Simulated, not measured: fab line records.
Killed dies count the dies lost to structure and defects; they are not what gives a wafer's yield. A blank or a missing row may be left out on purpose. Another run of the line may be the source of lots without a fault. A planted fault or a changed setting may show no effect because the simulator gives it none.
Which of the tools did it? | flow n5Finfet | route of 1938 steps, sampled at 1 step: 12 lots, 36 wafers

## WHAT THE GAUGES READ, wafer by wafer
N5_BEOL_M14_INSPECT_55: inspects for defects (darkfield).
lot  | measured     | on               | rawDefectCount
L076 | day 10 22:46 | defectInspect-02 | 80 120 77
L077 | day 11 19:41 | defectInspect-01 | 46 55 84
L079 | day 12 02:51 | defectInspect-01 | 44 72 55
L081 | day 12 12:41 | defectInspect-02 | 57 43 88
L082 | day 12 20:50 | defectInspect-01 | 84 87 64
L085 | day 13 09:14 | defectInspect-01 | 35 48 30
L087 | day 13 19:44 | defectInspect-01 | 54 69 55
L090 | day 14 12:09 | defectInspect-02 | 51 75 73
L089 | day 14 19:19 | defectInspect-02 | 78 49 88
L093 | day 15 00:58 | defectInspect-01 | 44 68 42
L095 | day 16 06:44 | defectInspect-01 | 127 59 104
L097 | day 16 20:28 | defectInspect-02 | 69 124 50

## WHAT TOOL EACH LOT RAN ON (gives the tool, then ch and the chambers of the sampled wafers, and finally the start)
The record shows no process step preceding these readings.

## THE ANSWER, worked out from the rows above alone
Rule: usual is defined by the lots themselves. The widest of any qualifying gaps counts: lots, ordered by their means at a reading, are off when they make up no more than a third of the lots, leave a main group of 4 or more, and stand apart from it by 3 or more times the standard deviation of that group's means. Not used: any main group whose means are identical at the precision the tables above print for the reading. A lot without any number at a reading at which 4 lots or more have one is off too. The other lots that the step has rows for count as sound.
No lot is off at any reading shown: from this, nothing can be told.

## WHAT THE SIMULATOR HAD PUT IN
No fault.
